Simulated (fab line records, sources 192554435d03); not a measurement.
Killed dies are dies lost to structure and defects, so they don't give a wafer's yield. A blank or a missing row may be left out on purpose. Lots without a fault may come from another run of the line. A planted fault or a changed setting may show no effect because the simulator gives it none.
A struck lot beside a sound one | flow n5_finfet | 23 steps out of a route of 1938
Sound: wafers L280.1, L280.3, L280.6. Struck: wafers L276.1, L276.4, L276.5. The cause comes at the end.
At each step with rows: each side's tool, then ch and its chambers, then its first start. Under that, the readings that differ: sound wafers | struck wafers | difference of the means | sigmas: that difference in standard deviations of wafers without a fault.
alike: readings whose means differ by less than 2 such deviations, and words and numbers that are the same on both sides. not compared: withheld readings, readings that some wafer has no value for, bounds like >300 that may hide the same value, and numbers for which the record gives no deviation and whose values overlap.
The two part at a step that has a row with sigmas, a row that says differs or no value, or rows on one side only. Numbers that don't overlap but have no deviation are shown without sigmas and don't part them. A reading that every wafer of one side lacks parts them only if that side has two wafers or more.

first, 4 steps without rows for these wafers: N5_WELL_APT_EXPOSE_05 (exposes mask NWELL, defocus 0 nm, target cd 200 nm); N5_WELL_APT_PEB_06 (peb time 90 s); N5_WELL_APT_DEVELOP_07 (develop time 45 s); N5_WELL_APT_HARDBAKE_12 (time 120 s).
N5_WELL_APT_CD_MEAS_08: target cd 200 nm.
  sound on cd_sem-01 ch 0, day 5 13:56; struck on cd_sem-01 ch 0, day 4 13:49
  alike: cd_nm
N5_WELL_APT_OVL_MEAS_09:
  sound on overlay-01 ch 0, day 5 13:58; struck on overlay-01 ch 0, day 4 13:50
  alike: NWELL_OVL
N5_WELL_APT_INSPECT_10: inspects for defects (macro).
  sound on defect_inspect-02, day 5 13:59; struck on defect_inspect-01, day 4 13:52
  alike: raw_defect_count
N5_WELL_APT_DESCUM_13: chemistry O2, time 7.9 s.
  sound on rie_diel-02 ch 0,2,3, day 5 14:01; struck on rie_diel-05 ch 0,1,2, day 4 13:54
  alike: drypump_motor_current_A, oes_product_au, rf_vpp_V, showerhead_plenum_p_Torr, throttle_valve_pct
  not compared: rf_hours_counter_h
then, 4 steps without rows for these wafers: N5_WELL_APT_IMPLANT_14; N5_WELL_APT_IMPLANT_15; N5_WELL_APT_STRIP_16 (strips in SPM, time 900 s); N5_WELL_APT_HMDS_18 (time 60 s).
N5_WELL_APT_COAT_19: resist thk 950 nm.
  sound on litho_track-04 ch 0, day 5 14:47; struck on litho_track-01, day 4 14:40
  no value came back on the struck wafers for chill_plate_temp_C (C), dispense_pressure_kPa (kPa); on the sound wafers chill_plate_temp_C (C) reads 23.12 22.99 23.01
then, 6 steps without rows for these wafers: N5_WELL_APT_EBR_21; N5_WELL_APT_SOFTBAKE_20 (time 60 s); N5_WELL_APT_EXPOSE_22 (exposes mask PWELL, defocus 0 nm, target cd 200 nm); N5_WELL_APT_PEB_23 (peb time 90 s); N5_WELL_APT_DEVELOP_24 (develop time 45 s); N5_WELL_APT_HARDBAKE_29 (time 120 s).
N5_WELL_APT_CD_MEAS_25: target cd 200 nm.
  sound on cd_sem-03 ch 0, day 5 15:03; struck on cd_sem-02 ch 0, day 4 15:03
  reading    | sound             | struck | difference                    | sigmas
  cd_nm (nm) | 201.0 200.7 202.6 | - - -  | no value on the struck wafers |
N5_WELL_APT_OVL_MEAS_26:
  sound on overlay-01 ch 0, day 5 15:05; struck on overlay-02 ch 0, day 4 15:05
  reading        | sound | struck | difference                    | sigmas
  PWELL_OVL (nm) | 9 2 1 | - - -  | no value on the struck wafers |
N5_BEOL_M4_RC_MEAS_101:
  the record has rows for the sound wafers here (prober-02 ch 0, day 14 07:17) and none for the struck ones
-- the record jumps here: 13 days lie between the struck wafers' starts before and after (it left off in module BEOL_M4 and takes up again in module PASSIVATION, whose first step shown is number 1936 of the route) --
N5_PASSIVATION_PROBE_49:
  sound on prober-01, day 18 17:53; struck on prober-02, day 17 19:05
  reading             | sound      | struck         | difference | sigmas
  killed_at_front_end | 35 35 28   | 1136 1145 1138 | +1107      | +99 or more
  killed_dies         | 110 86 119 | 1180 1180 1180 | +1075      | +54
  killed_on_rim       | 23 11 14   | 152 152 152    | +136       | +32
  alike: killed_at_M0_to_M3, killed_at_M4_up, killed_at_contacts, killed_at_other, killed_open, killed_short

WHERE THEY PART
First at N5_WELL_APT_COAT_19; last, within this record, at N5_PASSIVATION_PROBE_49.

WHY: what the simulator had put in
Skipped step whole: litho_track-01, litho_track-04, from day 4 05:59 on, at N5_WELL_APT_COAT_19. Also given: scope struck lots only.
